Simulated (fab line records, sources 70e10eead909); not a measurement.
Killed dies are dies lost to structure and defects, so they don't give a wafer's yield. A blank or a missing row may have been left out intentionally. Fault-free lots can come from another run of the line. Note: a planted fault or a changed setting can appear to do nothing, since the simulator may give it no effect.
Which tool is to blame? :: flow nand-harc :: Sampling: 14 lots, 42 wafers, 4 of 1302 route steps

== WHAT THE GAUGES SHOWED, per wafer ==
NHARC_A_ONON_D1_THK_MEAS_24: measures by ellipsometry. Usual: thk-nm reads 999 nm (standard deviation 11).
lot: L450
measured: day 8 03:18
on: film-metro-02
thk-nm (nm): 1006 1006 1006
flag: 

lot: L452
measured: day 9 04:57
on: film-metro-02
thk-nm (nm): 1016 1015 1016
flag: 

lot: L453
measured: day 9 04:57
on: film-metro-01
thk-nm (nm): 1004 1005 1004
flag: 

lot: L457
measured: day 11 00:49
on: film-metro-02
thk-nm (nm): 978 975 978
flag: 

lot: L458
measured: day 11 20:58
on: film-metro-02
thk-nm (nm): 1000 1000 1001
flag: 

lot: L459
measured: day 12 05:01
on: film-metro-02
thk-nm (nm): 1001 999 1001
flag: 

lot: L461
measured: day 12 17:31
on: film-metro-01
thk-nm (nm): 1009 1007 1007
flag: 

lot: L460
measured: day 12 17:31
on: film-metro-02
thk-nm (nm): 1003 1002 1001
flag: 

lot: L465
measured: day 14 07:52
on: film-metro-02
thk-nm (nm): 1002 1005 1003
flag: 

lot: L464
measured: day 14 08:13
on: film-metro-01
thk-nm (nm): 995 993 992
flag: 

lot: L466
measured: day 15 01:32
on: film-metro-02
thk-nm (nm): 1013 1011 1013
flag: 

lot: L467
measured: day 15 05:41
on: film-metro-02
thk-nm (nm): 1004 1005 1003
flag: 

lot: L471
measured: day 16 22:56
on: film-metro-01
thk-nm (nm): 988 988 988
flag: 

lot: L473
measured: day 18 04:46
on: film-metro-02
thk-nm (nm): 990 991 991
flag: 

NHARC_A_ONON_D1_THK_MEAS_27: measures by ellipsometry. Usual: thk-nm reads 1001 nm (standard deviation 9.8).
lot: L450
measured: day 8 03:52
on: film-metro-02
thk-nm (nm): 999 1001 999
flag: 

lot: L452
measured: day 9 05:31
on: film-metro-02
thk-nm (nm): 997 995 993
flag: 

lot: L453
measured: day 9 05:31
on: film-metro-01
thk-nm (nm): 995 996 997
flag: 

lot: L457
measured: day 11 01:23
on: film-metro-02
thk-nm (nm): 996 997 996
flag: 

lot: L458
measured: day 11 21:32
on: film-metro-02
thk-nm (nm): 1012 1013 1010
flag: 

lot: L459
measured: day 12 05:35
on: film-metro-02
thk-nm (nm): 1009 1010 1010
flag: 

lot: L461
measured: day 12 18:13
on: film-metro-02
thk-nm (nm): 988 986 988
flag: 

lot: L460
measured: day 12 18:05
on: film-metro-01
thk-nm (nm): 1009 1010 1009
flag: 

lot: L465
measured: day 14 08:26
on: film-metro-01
thk-nm (nm): 1018 1018 1020
flag: 

lot: L464
measured: day 14 08:47
on: film-metro-01
thk-nm (nm): 1013 1014 1013
flag: 

lot: L466
measured: day 15 02:05
on: film-metro-02
thk-nm (nm): 1006 1005 1055
flag: 

lot: L467
measured: day 15 06:14
on: film-metro-01
thk-nm (nm): 980 1031 980
flag: 

lot: L471
measured: day 16 23:30
on: film-metro-01
thk-nm (nm): 992 992 991
flag: 

lot: L473
measured: day 18 05:20
on: film-metro-01
thk-nm (nm): 1000 999 999
flag: 

== TOOL THAT RAN EACH LOT (tool first, then ch and the chambers of the sampled wafers, then the start) ==
lot: L450
NHARC_A_ZERO_WELL_RTA_16: rtp-anneal-02 ch 0, day 6 18:53
NHARC_A_ONON_D1_DEP_25: pecvd-onon-04 ch 0, day 8 03:25

lot: L452
NHARC_A_ZERO_WELL_RTA_16: rtp-anneal-01 ch 0, day 7 18:16
NHARC_A_ONON_D1_DEP_25: pecvd-onon-01 ch 0, day 9 05:04

lot: L453
NHARC_A_ZERO_WELL_RTA_16: rtp-anneal-02 ch 0, day 7 21:53
NHARC_A_ONON_D1_DEP_25: pecvd-onon-04 ch 0, day 9 05:07

lot: L457
NHARC_A_ZERO_WELL_RTA_16: rtp-anneal-01 ch 0, day 9 18:51
NHARC_A_ONON_D1_DEP_25: pecvd-onon-04 ch 0, day 11 00:52

lot: L458
NHARC_A_ZERO_WELL_RTA_16: rtp-anneal-02 ch 0, day 10 08:46
NHARC_A_ONON_D1_DEP_25: pecvd-onon-04 ch 0, day 11 21:12

lot: L459
NHARC_A_ZERO_WELL_RTA_16: rtp-anneal-02 ch 0, day 10 18:00
NHARC_A_ONON_D1_DEP_25: pecvd-onon-04 ch 0, day 12 05:07

lot: L461
NHARC_A_ZERO_WELL_RTA_16: rtp-anneal-01 ch 0, day 11 07:16
NHARC_A_ONON_D1_DEP_25: pecvd-onon-02 ch 0, day 12 17:49

lot: L460
NHARC_A_ZERO_WELL_RTA_16: rtp-anneal-02 ch 0, day 11 07:44
NHARC_A_ONON_D1_DEP_25: pecvd-onon-04 ch 0, day 12 17:44

lot: L465
NHARC_A_ZERO_WELL_RTA_16: rtp-anneal-02 ch 0, day 12 21:40
NHARC_A_ONON_D1_DEP_25: pecvd-onon-02 ch 0, day 14 08:03

lot: L464
NHARC_A_ZERO_WELL_RTA_16: rtp-anneal-02 ch 0, day 12 22:43
NHARC_A_ONON_D1_DEP_25: pecvd-onon-01 ch 0, day 14 08:20

lot: L466
NHARC_A_ZERO_WELL_RTA_16: rtp-anneal-02 ch 0, day 13 13:54
NHARC_A_ONON_D1_DEP_25: pecvd-onon-02 ch 0, day 15 01:35

lot: L467
NHARC_A_ZERO_WELL_RTA_16: rtp-anneal-02 ch 0, day 13 22:11
NHARC_A_ONON_D1_DEP_25: pecvd-onon-02 ch 0, day 15 05:47

lot: L471
NHARC_A_ZERO_WELL_RTA_16: rtp-anneal-01 ch 0, day 15 13:58
NHARC_A_ONON_D1_DEP_25: pecvd-onon-01 ch 0, day 16 22:59

lot: L473
NHARC_A_ZERO_WELL_RTA_16: rtp-anneal-02 ch 0, day 16 16:47
NHARC_A_ONON_D1_DEP_25: pecvd-onon-04 ch 0, day 18 04:50
- NHARC_A_ZERO_WELL_RTA_16: time 10 s.
- NHARC_A_ONON_D1_DEP_25: target thk 1000 nm.

== AS READ BY THE TOOLS THEMSELVES (means over the sampled wafers that have a number; for cases with no such wafer, the mark the record gives instead) ==
NHARC_A_ZERO_WELL_RTA_16. Usual: lamp-power-pct 32.9 %, standard deviation 0.87; lamp_zone_6_pct 32.8 %, standard deviation 0.87; wafer_temp_C_max 1005.5, standard deviation 1.9.
lot: L450
tool: rtp-anneal-02
lamp-power-pct (%): 33.6
lamp_zone_6_pct (%): 33.5
wafer_temp_C_max: 1003.9
flag: 

lot: L452
tool: rtp-anneal-01
lamp-power-pct (%): 31.9
lamp_zone_6_pct (%): 31.8
wafer_temp_C_max: 1007.8
flag: 

lot: L453
tool: rtp-anneal-02
lamp-power-pct (%): 33.7
lamp_zone_6_pct (%): 33.5
wafer_temp_C_max: 1004.6
flag: 

lot: L457
tool: rtp-anneal-01
lamp-power-pct (%): 31.9
lamp_zone_6_pct (%): 31.8
wafer_temp_C_max: 1007.1
flag: 

lot: L458
tool: rtp-anneal-02
lamp-power-pct (%): 33.6
lamp_zone_6_pct (%): 33.6
wafer_temp_C_max: 1004.2
flag: 

lot: L459
tool: rtp-anneal-02
lamp-power-pct (%): 33.7
lamp_zone_6_pct (%): 33.6
wafer_temp_C_max: 1002.7
flag: 

lot: L461
tool: rtp-anneal-01
lamp-power-pct (%): 31.9
lamp_zone_6_pct (%): 31.8
wafer_temp_C_max: 1007.8
flag: 

lot: L460
tool: rtp-anneal-02
lamp-power-pct (%): 33.7
lamp_zone_6_pct (%): 33.6
wafer_temp_C_max: 1004.2
flag: 

lot: L465
tool: rtp-anneal-02
lamp-power-pct (%): 33.7
lamp_zone_6_pct (%): 33.6
wafer_temp_C_max: 1004.0
flag: 

lot: L464
tool: rtp-anneal-02
lamp-power-pct (%): 33.7
lamp_zone_6_pct (%): 33.6
wafer_temp_C_max: 1004.0
flag: 

lot: L466
tool: rtp-anneal-02
lamp-power-pct (%): 33.6
lamp_zone_6_pct (%): 33.6
wafer_temp_C_max: 1004.1
flag: 

lot: L467
tool: rtp-anneal-02
lamp-power-pct (%): 33.7
lamp_zone_6_pct (%): 33.6
wafer_temp_C_max: 1004.7
flag: 

lot: L471
tool: rtp-anneal-01
lamp-power-pct (%): 31.8
lamp_zone_6_pct (%): 31.8
wafer_temp_C_max: 1007.9
flag: 

lot: L473
tool: rtp-anneal-02
lamp-power-pct (%): 33.6
lamp_zone_6_pct (%): 33.6
wafer_temp_C_max: 1004.4
flag: 

== THE ANSWER, worked out from the rows above alone ==
Rule: a lot counts as off when the mean over its wafers that have a number is more than 3 standard deviations away from the usual mean. A lot without any number at a reading at which 4 lots or more have one is off too. All remaining lots with rows at the step are treated as sound. The gauges are gone through in route order, then the tools' own readings, and for those a lot's mean is taken as printed above. The first step at which some lot is off is used, and at that step the reading that is off furthest; a lot without a number counts as furthest.
No lot is off on any of the readings shown, so nothing can be concluded from this.

== WHAT THE SIMULATOR HAD PUT IN ==
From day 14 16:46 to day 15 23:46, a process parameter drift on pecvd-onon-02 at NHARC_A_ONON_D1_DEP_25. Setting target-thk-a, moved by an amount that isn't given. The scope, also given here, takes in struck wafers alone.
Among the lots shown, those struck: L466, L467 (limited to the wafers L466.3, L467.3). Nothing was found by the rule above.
